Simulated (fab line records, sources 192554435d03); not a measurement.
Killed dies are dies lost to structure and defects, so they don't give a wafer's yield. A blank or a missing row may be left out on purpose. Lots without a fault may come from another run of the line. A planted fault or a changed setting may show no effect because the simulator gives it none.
fab line records | flow n5_finfet
record lots=24 wafers=72 last_day=18
route steps=1938 shown BEOL_M11@1539 BEOL_M12@1612 BEOL_M13@1660
lots that met no fault: from a run of the same line without faults
start_h: hours from the record's first day to the start of the lot's first wafer shown | wait_h: hours since the lot's step before | " the same as in the row above | L1.1+2: a row that stands for several wafers | - no value, or no start given | * or withheld: withheld | < > ~ a bound
route shown NAME@n: a module of which the file shows steps, and the number in the route of the first | usual: mean/standard deviation of fault-free wafers | same: alike in all rows | chamber/n: place in a boat | sites: the reading at each site | _std_site: their standard deviation | _edge_site: outer sites' mean less inner sites' | radius_mm: how far each site lies from the wafer's centre | mask NAME#n: copy n | behind: the tool/chamber that last shaped the wafer | hold: why the lot was held/for how many hours/how that ended | device: the transistor (n, p or np) that didn't switch | end of line: the same wafers' tests at the end of the route | a step without rows: its recipe alone | killed: dies lost to structure and defects at the first sort, not the wafer's yield | map: a wafer's dies, x killed, . not, _ none there
set.NAME: the setting as run; set.NAME@STEP: as run at that earlier step | model.NAME: the simulator's own value behind a step, which no gauge read
steps of the route over a sample of lots; a table a step, a row a wafer
services: from which hour (start_h, from the record's first day; less than 0 if before it) a tool's chamber was out of use, for how many hours, and why
## steps
# step N5_BEOL_M11_PECVD_70
# recipe material=SiO2 target_thk_a=200 temp_c=400 precursor=TEOS/O2 pressure_torr=5.5 rf_w=450 teos_flow_sccm=53.8 gas=O2 flow_sccm=3000 time_s=22.7
# usual chamber_pressure_Torr=5.498/0.013 heater_power_w=737/82 showerhead_plenum_p_Torr=8.78/0.072 throttle_valve_pct=22.2/1.2
# columns lot.wafer tool chamber start_h wait_h chamber_pressure_Torr heater_power_w showerhead_plenum_p_Torr throttle_valve_pct
L075.2 pecvd-04 2 242.63 0.0 5.497 702 8.82 20.1
L075.3 " 0 " " 5.514 759 8.78 23.4
L075.5 " 2 " " 5.499 586 8.82 19.9
L074.3 pecvd-04 0 249.43 0.0 5.508 695 8.80 23.2
L074.4 " 0 " " 5.511 688 8.78 23.0
L074.5 " 1 " " 5.485 762 8.86 22.2
L076.1 pecvd-03 2 249.62 0.0 5.501 799 8.80 21.3
L076.2 " 0 " " 5.482 682 8.81 22.9
L076.4 " 0 " " 5.484 698 8.83 23.0
L077.4 pecvd-03 0 252.13 0.1 5.517 677 8.82 23.1
L077.5 " 1 " " 5.476 675 8.87 22.7
L077.6 " 2 " " 5.494 818 8.76 21.4
L079.2 pecvd-03 2 266.36 0.0 5.504 761 8.75 21.5
L079.3 " 1 " " 5.482 687 8.87 22.6
L079.4 " 1 " " 5.505 678 8.86 22.8
L078.2 pecvd-04 2 266.46 0.0 5.503 727 8.83 19.7
L078.3 " 0 " " 5.492 792 8.77 23.3
L078.6 " 2 " " 5.519 728 8.81 20.0
L080.2 pecvd-03 2 270.96 0.0 5.502 695 8.79 21.4
L080.4 " 0 " " 5.505 679 8.84 22.7
L080.5 " 2 " " 5.496 706 8.77 21.6
L082.1 pecvd-01 0 271.04 0.0 5.497 795 8.76 21.6
L082.2 " 1 " " 5.508 604 8.67 24.2
L082.6 " 2 " " 5.506 924 8.68 21.2
L081.2 pecvd-01 2 277.65 0.0 5.490 876 8.72 21.2
L081.5 " 1 " " 5.492 685 8.65 24.3
L081.6 " 0 " " 5.485 637 8.74 21.1
L083.4 pecvd-01 2 294.52 0.1 5.487 903 8.70 21.3
L083.5 " 1 " " 5.514 588 8.66 24.0
L083.6 " 0 " " 5.487 793 8.73 21.6
L086.1 pecvd-03 0 312.20 0.0 5.491 667 8.82 23.0
L086.4 " 1 " " 5.490 732 8.90 22.5
L086.6 " 2 " " 5.520 816 8.77 21.6
L085.1 pecvd-04 2 312.47 0.0 5.506 729 8.81 20.1
L085.4 " 0 " " 5.510 805 8.77 23.2
L085.5 " 2 " " 5.488 716 8.83 20.3
L084.2 pecvd-04 2 312.88 0.0 5.484 689 8.80 20.1
L084.4 " 0 " " 5.498 852 8.77 23.4
L084.6 " 2 " " 5.496 707 8.80 20.0
L088.1 pecvd-01 1 318.30 0.0 5.499 716 8.65 24.1
L088.3 " 2 " " 5.485 774 8.71 21.3
L088.4 " 2 " " 5.491 765 8.67 21.3
L089.4 pecvd-01 0 318.72 0.1 5.480 702 8.73 21.4
L089.5 " 1 " " 5.482 678 8.67 24.3
L089.6 " 2 " " 5.467 933 8.71 21.3
L087.1 pecvd-03 1 322.26 0.0 5.503 633 8.89 22.7
L087.2 " 0 " " 5.486 671 8.83 23.2
L087.3 " 2 " " 5.492 721 8.77 21.6
L091.1 pecvd-01 2 328.15 0.0 5.472 860 8.70 21.2
L091.3 " 0 " " 5.493 674 8.74 21.7
L091.6 " 1 " " 5.485 588 8.67 24.0
L090.1 pecvd-04 1 330.79 0.0 5.483 765 8.86 22.0
L090.2 " 0 " " 5.498 755 8.77 23.4
L090.3 " 0 " " 5.516 784 8.78 23.2
L092.1 pecvd-01 2 334.99 0.0 5.482 804 8.70 21.2
L092.4 " 2 " " 5.512 799 8.70 21.8
L092.5 " 0 " " 5.499 749 8.77 21.6
L093.1 pecvd-03 0 338.08 0.0 5.504 585 8.81 23.0
L093.4 " 2 " " 5.498 794 8.75 21.5
L093.6 " 0 " " 5.497 587 8.83 23.0
L094.2 pecvd-01 0 361.39 0.0 5.494 656 8.75 21.5
L094.3 " 2 " " 5.506 914 8.69 21.3
L094.6 " 2 " " 5.512 936 8.69 21.3
L095.2 pecvd-04 0 370.13 0.0 5.508 832 8.79 23.2
L095.4 " 2 " " 5.476 679 8.83 19.7
L095.5 " 1 " " 5.504 755 8.89 21.9
L097.2 pecvd-04 1 371.44 0.0 5.488 784 8.88 22.2
L097.3 " 0 " " 5.514 835 8.78 23.4
L097.5 " 2 " " 5.493 629 8.80 20.4
L096.3 pecvd-04 1 377.90 0.0 5.479 795 8.87 22.0
L096.4 " 0 " " 5.522 834 8.79 23.3
L096.6 " 1 " " 5.512 803 8.86 22.0
# step N5_BEOL_M11_ANNEAL_51
# recipe temp_c=225 time_s=90 ambient=N2
# usual wafer_temp_C_max=226.5/0.61
# columns lot.wafer tool chamber start_h wait_h wafer_temp_C_max
L075.2 rtp_anneal-01 0 249.31 1.1 227.4
L075.3 " 0 " " 227.2
L075.5 " 0 " " 227.6
L074.3 rtp_anneal-01 0 256.38 0.4 227.0
L074.4 " 0 " " 227.0
L074.5 " 0 " " 227.2
L076.1 rtp_anneal-02 0 256.91 0.3 226.1
L076.2 " 0 " " 226.1
L076.4 " 0 " " 226.0
L077.4 rtp_anneal-02 0 259.14 0.2 225.7
L077.5 " 0 " " 225.9
L077.6 " 0 " " 225.6
L079.2 rtp_anneal-01 0 275.00 0.3 227.1
L079.3 " 0 " " 227.2
L079.4 " 0 " " 226.5
L078.2 rtp_anneal-02 0 275.36 0.5 225.7
L078.3 " 0 " " 226.0
L078.6 " 0 " " 225.8
L082.1 rtp_anneal-01 0 283.59 0.1 227.5
L082.2 " 0 " " 227.0
L082.6 " 0 " " 226.8
L080.2 rtp_anneal-01 0 285.78 0.1 226.6
L080.4 " 0 " " 227.5
L080.5 " 0 " " 226.5
L081.2 rtp_anneal-01 0 286.05 0.2 227.0
L081.5 " 0 " " 226.7
L081.6 " 0 " " 226.9
L083.4 rtp_anneal-02 0 303.39 0.6 225.9
L083.5 " 0 " " 226.1
L083.6 " 0 " " 225.6
L086.1 rtp_anneal-02 0 316.59 0.1 225.8
L086.4 " 0 " " 225.8
L086.6 " 0 " " 225.3
L085.1 rtp_anneal-01 0 317.01 0.1 226.9
L085.4 " 0 " " 227.0
L085.5 " 0 " " 226.9
L084.2 rtp_anneal-01 0 317.50 0.2 227.2
L084.4 " 0 " " 226.5
L084.6 " 0 " " 227.3
L089.4 rtp_anneal-01 0 326.79 0.2 227.0
L089.5 " 0 " " 226.7
L089.6 " 0 " " 226.5
L088.1 rtp_anneal-01 0 327.50 0.1 227.8
L088.3 " 0 " " 226.3
L088.4 " 0 " " 226.9
L087.1 rtp_anneal-01 0 329.10 0.6 227.0
L087.2 " 0 " " 227.2
L087.3 " 0 " " 226.3
L091.1 rtp_anneal-01 0 333.56 0.2 227.4
L091.3 " 0 " " 227.4
L091.6 " 0 " " 227.4
L090.1 rtp_anneal-02 0 336.48 0.1 225.7
L090.2 " 0 " " 225.6
L090.3 " 0 " " 225.8
L092.1 rtp_anneal-01 0 340.52 0.2 227.4
L092.4 " 0 " " 226.7
L092.5 " 0 " " 226.8
L093.1 rtp_anneal-01 0 342.33 0.2 227.2
L093.4 " 0 " " 227.2
L093.6 " 0 " " 227.1
L094.2 rtp_anneal-02 0 367.92 0.3 225.8
L094.3 " 0 " " 225.9
L094.6 " 0 " " 225.5
L095.2 rtp_anneal-02 0 375.52 0.3 225.3
L095.4 " 0 " " 225.9
L095.5 " 0 " " 225.9
L097.2 rtp_anneal-02 0 379.27 0.1 225.7
L097.3 " 0 " " 226.1
L097.5 " 0 " " 226.1
L096.3 rtp_anneal-01 0 385.10 0.5 227.0
L096.4 " 0 " " 227.4
L096.6 " 0 " " 226.2
# step N5_BEOL_M12_CD_MEAS_10
# recipe target_cd_nm=140 landing_energy_ev=500 detector=se_inlens polarity=opening
# usual cd_nm=140.5/1.5
# columns lot.wafer tool chamber start_h wait_h cd_nm
L075.2 cd_sem-03 0 252.52 - 140.9
L075.3 " 0 " " 143.3
L075.5 " 0 " " 141.2
L074.3 cd_sem-02 0 257.51 - 141.2
L074.4 " 0 " " 140.6
L074.5 " 0 " " 141.1
L076.1 cd_sem-01 0 258.14 - 138.6
L076.2 " 0 " " 139.3
L076.4 " 0 " " 139.7
L077.4 cd_sem-02 0 260.22 - 143.9
L077.5 " 0 " " 144.0
L077.6 " 0 " " 140.9
L079.2 cd_sem-01 0 276.35 - 140.0
L079.3 " 0 " " 138.5
L079.4 " 0 " " 138.3
L078.2 cd_sem-02 0 276.75 - 142.1
L078.3 " 0 " " 140.3
L078.6 " 0 " " 142.7
L082.1 cd_sem-03 0 284.80 - 140.4
L082.2 " 0 " " 137.8
L082.6 " 0 " " 140.7
L080.2 cd_sem-03 0 287.08 - 141.9
L080.4 " 0 " " 144.1
L080.5 " 0 " " 141.8
L081.2 cd_sem-03 0 287.34 - 139.8
L081.5 " 0 " " 139.8
L081.6 " 0 " " 137.9
L083.4 cd_sem-01 0 304.60 - 140.5
L083.5 " 0 " " 141.1
L083.6 " 0 " " 143.5
L086.1 cd_sem-02 0 317.94 - 140.5
L086.4 " 0 " " 140.6
L086.6 " 0 " " 139.2
L085.1 cd_sem-02 0 318.41 - 138.8
L085.4 " 0 " " 140.5
L085.5 " 0 " " 140.3
L084.2 cd_sem-03 0 318.67 - 139.0
L084.4 " 0 " " 141.1
L084.6 " 0 " " 140.0
L089.4 cd_sem-03 0 328.63 - 139.7
L089.5 " 0 " " 141.9
L089.6 " 0 " " 142.2
L088.1 cd_sem-01 0 329.10 - 137.6
L088.3 " 0 " " 141.4
L088.4 " 0 " " 138.5
L087.1 cd_sem-02 0 330.36 - 140.2
L087.2 " 0 " " 141.3
L087.3 " 0 " " 139.8
L091.1 cd_sem-02 0 334.82 - 140.6
L091.3 " 0 " " 140.4
L091.6 " 0 " " 139.6
L090.1 cd_sem-01 0 337.82 - 142.0
L090.2 " 0 " " 142.3
L090.3 " 0 " " 140.9
L092.1 cd_sem-01 0 341.86 - 139.7
L092.4 " 0 " " 141.8
L092.5 " 0 " " 142.2
L093.1 cd_sem-03 0 343.54 - 142.4
L093.4 " 0 " " 141.1
L093.6 " 0 " " 139.7
L094.2 cd_sem-02 0 369.09 - 140.1
L094.3 " 0 " " 139.9
L094.6 " 0 " " 140.4
L095.2 cd_sem-02 0 376.69 - 137.7
L095.4 " 0 " " 139.8
L095.5 " 0 " " 142.9
L097.2 cd_sem-01 0 380.45 - 138.1
L097.3 " 0 " " 139.2
L097.5 " 0 " " 137.8
L096.3 cd_sem-03 0 386.37 - 139.2
L096.4 " 0 " " 139.5
L096.6 " 0 " " 139.2
# step N5_BEOL_M12_ETCH_68
# recipe chemistry=N2/H2 target=SOC mask_material=SiARC source_w=3000 bias_w=350 temp_c=40 time_s=285 ion_energy_ev=200 pressure_mtorr=30 n2_flow_sccm=200 h2_flow_sccm=200
# usual drypump_motor_current_A=5.6/0.43 oes_product_au=0.82/0.065 rf_vpp_V=524.3/2.2 showerhead_plenum_p_Torr=2.56/0.074 temp_c=40.00/0.11 throttle_valve_pct=17.75/0.18
# columns lot.wafer tool chamber start_h wait_h drypump_motor_current_A oes_product_au rf_hours_counter_h rf_vpp_V showerhead_plenum_p_Torr temp_c throttle_valve_pct
L075.2 rie_diel-06 0 253.70 0.1 5.3 0.73 186 523.2 2.54 40.09 18.13
L075.3 " 3 " " 5.1 0.92 14 525.9 2.59 39.85 17.55
L075.5 " 3 " " 5.1 0.92 - 524.8 2.59 40.03 17.57
L074.3 rie_diel-06 0 258.69 0.1 5.4 0.73 189 524.7 2.54 39.96 18.13
L074.4 " 3 " " 5.1 0.91 17 525.0 2.59 39.96 17.55
L074.5 " 0 " " 5.3 0.73 - 522.0 2.54 40.04 18.13
L076.1 rie_diel-06 0 259.32 0.1 5.3 0.73 189 522.5 2.54 39.89 18.13
L076.2 " 3 " " 5.1 0.91 17 525.0 2.59 40.12 17.58
L076.4 " 1 " " 6.2 0.68 241 520.3 2.39 39.89 17.96
L077.4 rie_diel-05 1 261.52 0.1 5.9 0.88 64 522.9 2.46 39.63 17.80
L077.5 " 1 " " 5.9 0.87 - 520.9 2.46 39.80 17.81
L077.6 " 2 " " 5.8 0.83 - 521.9 2.46 40.23 17.83
L079.2 rie_diel-06 0 277.67 0.1 5.3 0.72 196 524.3 2.54 40.19 18.15
L079.3 " 1 " " 6.2 0.69 248 518.8 2.39 39.99 17.96
L079.4 " 3 " " 5.1 0.91 24 525.0 2.59 39.98 17.59
L078.2 rie_diel-01 2 278.27 0.1 4.9 0.86 63 524.9 2.58 40.14 17.60
L078.3 " 1 " " 6.1 0.80 116 523.9 2.54 40.14 17.72
L078.6 " 0 " " 5.4 0.83 - 523.9 2.55 40.11 17.59
L082.1 rie_diel-05 1 286.12 0.1 5.9 0.85 72 520.6 2.45 39.98 17.82
L082.2 " 0 " " 5.7 0.77 133 524.3 2.57 40.02 17.59
L082.6 " 3 " " 6.3 0.90 - 526.4 2.61 39.90 17.71
L080.2 rie_diel-01 1 288.96 0.1 6.1 0.80 121 524.4 2.53 39.79 17.73
L080.4 " 0 " " 5.4 0.81 - 524.5 2.54 39.99 17.61
L080.5 " 2 " " 4.9 0.86 - 525.2 2.58 40.07 17.63
L081.2 rie_diel-01 0 289.44 0.1 5.4 0.82 104 524.8 2.54 39.93 17.59
L081.5 " 1 " " 6.1 0.79 - 524.5 2.53 40.12 17.73
L081.6 " 2 " " 4.9 0.85 - 525.1 2.58 39.85 17.62
L083.4 rie_diel-05 0 305.91 0.1 5.7 0.76 140 524.9 2.57 39.99 17.60
L083.5 " 0 " " 5.8 0.76 - 526.1 2.57 39.93 17.63
L083.6 " 1 " " 5.9 0.84 - 523.3 2.45 39.93 17.84
L086.1 rie_diel-05 2 319.13 0.1 5.8 0.80 95 521.4 2.46 40.19 17.85
L086.4 " 3 " " 6.3 0.86 35 524.9 2.61 39.84 17.74
L086.6 " 1 " " 5.9 0.84 - 521.1 2.45 39.99 17.86
L085.1 rie_diel-06 2 319.59 0.1 5.3 0.80 105 526.6 2.67 39.89 17.68
L085.4 " 3 " " 5.1 0.87 41 525.5 2.58 40.12 17.61
L085.5 " 2 " " 5.3 0.79 - 527.0 2.67 39.99 17.70
L084.2 rie_diel-06 0 320.22 0.1 5.3 0.71 209 522.4 2.53 39.95 18.17
L084.4 " 1 " " 6.2 0.97 4 529.3 2.71 40.09 17.55
L084.6 " 2 " " 5.2 0.80 - 527.5 2.67 39.96 17.68
L089.4 rie_diel-01 1 330.03 0.1 6.1 0.78 137 524.5 2.53 40.05 17.76
L089.5 " 2 " " 4.9 0.84 - 523.8 2.58 40.02 17.63
L089.6 " 1 " " 6.1 0.78 - 523.2 2.53 39.94 17.77
L088.1 rie_diel-05 3 330.41 0.1 6.3 0.87 39 524.4 2.61 40.09 17.72
L088.3 " 2 " " 5.8 0.81 98 521.5 2.45 39.92 17.87
L088.4 " 1 " " 5.9 0.83 88 521.2 2.45 40.02 17.86
L087.1 rie_diel-06 2 332.14 0.1 5.3 0.80 110 527.8 2.67 39.91 17.70
L087.2 " 0 " " 5.3 0.70 214 522.8 2.53 39.86 18.18
L087.3 " 3 " " 5.1 0.87 46 524.8 2.58 40.11 17.60
L091.1 rie_diel-06 0 336.23 0.1 5.3 0.70 216 523.5 2.53 39.88 18.19
L091.3 " 2 " " 5.3 0.79 111 526.2 2.66 40.10 17.69
L091.6 " 2 " " 5.3 0.80 - 526.9 2.66 40.16 17.70
L090.1 rie_diel-01 2 339.19 0.1 4.9 0.83 89 524.5 2.57 40.11 17.65
L090.2 " 1 " " 6.1 0.77 141 524.3 2.52 39.91 17.78
L090.3 " 3 " " 5.6 0.91 19 526.3 2.59 40.12 17.65
L092.1 rie_diel-06 2 343.23 0.1 5.2 0.79 114 526.5 2.66 39.89 17.70
L092.4 " 0 " " 5.4 0.70 218 522.8 2.53 39.93 18.20
L092.5 " 3 " " 5.1 0.85 - 524.0 2.58 40.00 17.63
L093.1 rie_diel-05 1 345.12 0.1 5.9 0.83 93 522.4 2.44 40.04 17.86
L093.4 " 0 " " 5.8 0.75 154 524.5 2.56 39.91 17.63
L093.6 " 3 " " 6.2 0.86 - 524.9 2.60 39.89 17.75
L094.2 rie_diel-05 1 370.41 0.1 5.9 0.82 103 521.1 2.44 39.84 17.88
L094.3 " 3 " " 6.3 0.85 56 525.9 2.60 39.94 17.76
L094.6 " 2 " " 5.8 0.79 - 521.5 2.45 40.05 17.90
L095.2 rie_diel-06 1 378.08 0.1 6.2 0.91 24 528.5 2.70 40.10 17.59
L095.4 " 2 " " 5.3 0.78 126 527.3 2.66 40.00 17.71
L095.5 " 0 " " 5.3 0.69 - 522.4 2.53 40.03 18.19
L097.2 rie_diel-06 2 381.75 0.1 5.3 0.77 127 524.8 2.66 39.97 17.72
L097.3 " 1 " " 6.2 0.91 25 527.8 2.70 40.09 17.60
L097.5 " 3 " " 5.1 0.83 - 525.2 2.57 39.99 17.64
L096.3 rie_diel-01 1 387.78 0.1 6.1 0.75 158 524.4 2.52 40.01 17.80
L096.4 " 2 " " 4.9 0.80 107 525.5 2.57 40.08 17.69
L096.6 " 1 " " 6.1 0.77 - 523.9 2.52 40.10 17.79
# step N5_BEOL_M12_SPUTTER_44
# recipe material=Ta target_thk_a=100 temp_c=50 bias_v=80 power_w=15000 chamber_pressure_pa=0.07 time_s=16.13
# usual throttle_valve_pct=30.6/0.86
# columns lot.wafer tool chamber start_h wait_h throttle_valve_pct
L075.2 pvd_sputter-01 - 255.37 0.0 30.3
L075.3 " - " " 29.7
L075.5 " - " " 30.4
L074.3 pvd_sputter-01 - 264.06 0.0 30.0
L074.4 " - " " 30.4
L074.5 " - " " 30.5
L076.1 pvd_sputter-02 - 264.16 0.0 29.7
L076.2 " - " " 31.6
L076.4 " - " " 32.5
L077.4 pvd_sputter-03 - 264.43 0.0 32.0
L077.5 " - " " 31.8
L077.6 " - " " 30.5
L078.2 pvd_sputter-01 - 280.05 0.0 29.7
L078.3 " - " " 30.6
L078.6 " - " " 29.9
L079.2 pvd_sputter-01 - 280.37 0.0 29.6
L079.3 " - " " 30.2
L079.4 " - " " 30.5
L082.1 pvd_sputter-03 - 293.72 0.0 31.3
L082.2 " - " " 30.4
L082.6 " - " " 31.7
L080.2 pvd_sputter-01 - 296.89 0.0 29.8
L080.4 " - " " 30.3
L080.5 " - " " 30.6
L081.2 pvd_sputter-03 - 298.18 0.0 30.8
L081.5 " - " " 31.3
L081.6 " - " " 30.1
L083.4 pvd_sputter-03 - 312.01 0.0 32.0
L083.5 " - " " 31.7
L083.6 " - " " 30.6
L086.1 pvd_sputter-03 - 320.17 0.0 30.3
L086.4 " - " " 31.7
L086.6 " - " " 30.6
L085.1 pvd_sputter-02 - 325.56 0.0 29.8
L085.4 " - " " 30.7
L085.5 " - " " 30.6
L084.2 pvd_sputter-01 - 326.50 0.0 29.7
L084.4 " - " " 29.9
L084.6 " - " " 30.6
L089.4 pvd_sputter-03 - 333.85 0.0 31.8
L089.5 " - " " 31.8
L089.6 " - " " 30.7
L087.1 pvd_sputter-01 - 335.11 0.0 30.3
L087.2 " - " " 29.8
L087.3 " - " " 29.7
L088.1 pvd_sputter-01 - 337.55 0.0 30.4
L088.3 " - " " 29.7
L088.4 " - " " 29.8
L091.1 pvd_sputter-02 - 338.14 0.0 30.8
L091.3 " - " " 32.3
L091.6 " - " " 31.4
L090.1 pvd_sputter-02 - 340.82 0.0 32.5
L090.2 " - " " 30.9
L090.3 " - " " 31.4
L092.1 pvd_sputter-02 - 345.45 0.0 31.5
L092.4 " - " " 30.5
L092.5 " - " " 30.7
L093.1 pvd_sputter-02 - 346.53 0.0 32.5
L093.4 " - " " 31.4
L093.6 " - " " 29.8
L094.2 pvd_sputter-02 - 373.15 0.0 31.0
L094.3 " - " " 29.7
L094.6 " - " " 29.7
L095.2 pvd_sputter-01 - 379.68 0.0 29.7
L095.4 " - " " 30.4
L095.5 " - " " 30.4
L097.2 pvd_sputter-02 - 384.04 0.0 31.3
L097.3 " - " " 30.6
L097.5 " - " " 32.3
L096.3 pvd_sputter-01 - 389.81 0.0 30.5
L096.4 " - " " 29.7
L096.6 " - " " 30.6
# step N5_BEOL_M13_THK_MEAS_01
# recipe reads=SiOC_of_BEOL_M13_ILD_DEP_00
# usual M13_ILD_THK=831/11
# columns lot.wafer tool chamber start_h wait_h M13_ILD_THK[nm]
L075.2 film_metro-01 - 256.64 0.1 817
L075.3 " - " " 821
L075.5 " - " " 823
L074.3 film_metro-01 - 265.42 0.1 834
L074.4 " - " " 840
L074.5 " - " " 845
L076.1 film_metro-01 - 265.60 0.1 833
L076.2 " - " " 818
L076.4 " - " " 843
L077.4 film_metro-02 - 265.70 0.0 832
L077.5 " - " " 843
L077.6 " - " " 837
L078.2 film_metro-02 - 281.43 0.1 826
L078.3 " - " " 827
L078.6 " - " " 847
L079.2 film_metro-02 - 282.08 0.1 824
L079.3 " - " " 817
L079.4 " - " " 831
L082.1 film_metro-01 - 295.33 0.1 828
L082.2 " - " " 827
L082.6 " - " " 835
L080.2 film_metro-01 - 298.17 0.1 833
L080.4 " - " " 841
L080.5 " - " " 841
L081.2 film_metro-01 - 299.45 0.1 810
L081.5 " - " " 825
L081.6 " - " " 821
L083.4 film_metro-01 - 313.28 0.0 836
L083.5 " - " " 832
L083.6 " - " " 833
L086.1 film_metro-01 - 321.44 0.1 832
L086.4 " - " " 849
L086.6 " - " " 847
L085.1 film_metro-02 - 327.05 0.1 821
L085.4 " - " " 826
L085.5 " - " " 819
L084.2 film_metro-02 - 327.89 0.1 820
L084.4 " - " " 822
L084.6 " - " " 832
L089.4 film_metro-02 - 335.41 0.0 839
L089.5 " - " " 851
L089.6 " - " " 837
L087.1 film_metro-01 - 336.40 0.1 812
L087.2 " - " " 832
L087.3 " - " " 804
L088.1 film_metro-02 - 339.71 0.1 824
L088.3 " - " " 833
L088.4 " - " " 838
L091.1 film_metro-02 - 340.03 0.1 839
L091.3 " - " " 828
L091.6 " - " " 854
L090.1 film_metro-02 - 342.25 0.1 820
L090.2 " - " " 817
L090.3 " - " " 822
L092.1 film_metro-01 - 346.72 0.1 824
L092.4 " - " " 840
L092.5 " - " " 841
L093.1 film_metro-01 - 348.50 0.1 818
L093.4 " - " " 836
L093.6 " - " " 833
L094.2 film_metro-01 - 374.42 0.1 822
L094.3 " - " " 837
L094.6 " - " " 841
L095.2 film_metro-01 - 380.97 0.1 843
L095.4 " - " " 849
L095.5 " - " " 845
L097.2 film_metro-01 - 385.35 0.1 833
L097.3 " - " " 832
L097.5 " - " " 849
L096.3 film_metro-01 - 391.37 0.1 827
L096.4 " - " " 848
L096.6 " - " " 842
## services
# columns tool chamber start_h hours kind
rie_diel-06 3 225.92 16.6 repair
pecvd-01 - 258.95 5.1 repair
rie_diel-01 3 263.49 2.6 repair
rie_diel-01 3 266.36 - clean
rie_diel-06 1 287.58 - clean
rie_diel-06 1 287.58 - consumable_replace:focus_ring
rie_diel-06 1 287.58 - consumable_replace:showerhead
rie_diel-06 1 287.58 19.8 scheduled_down
rie_diel-06 1 287.58 19.8 vent_cycle
pecvd-04 1 287.77 1.9 repair
rie_diel-05 - 290.15 2.6 repair
pecvd-04 2 296.36 2.1 scheduled_down
rie_diel-06 0 300.58 5.8 repair
pecvd-01 0 320.34 2.1 scheduled_down
pecvd-04 - 326.25 2.8 pm
pecvd-04 2 329.76 6.5 repair
rie_diel-06 - 348.84 2.8 pm
rie_diel-05 0 350.53 25.4 repair
pecvd-01 - 368.41 6.8 repair
pecvd-04 - 382.54 0.4 repair
pecvd-03 1 383.62 - clean
pecvd-03 1 383.62 - consumable_replace:showerhead
pecvd-03 1 383.62 29.0 scheduled_down
pecvd-03 1 383.62 29.0 vent_cycle
## key
fault none
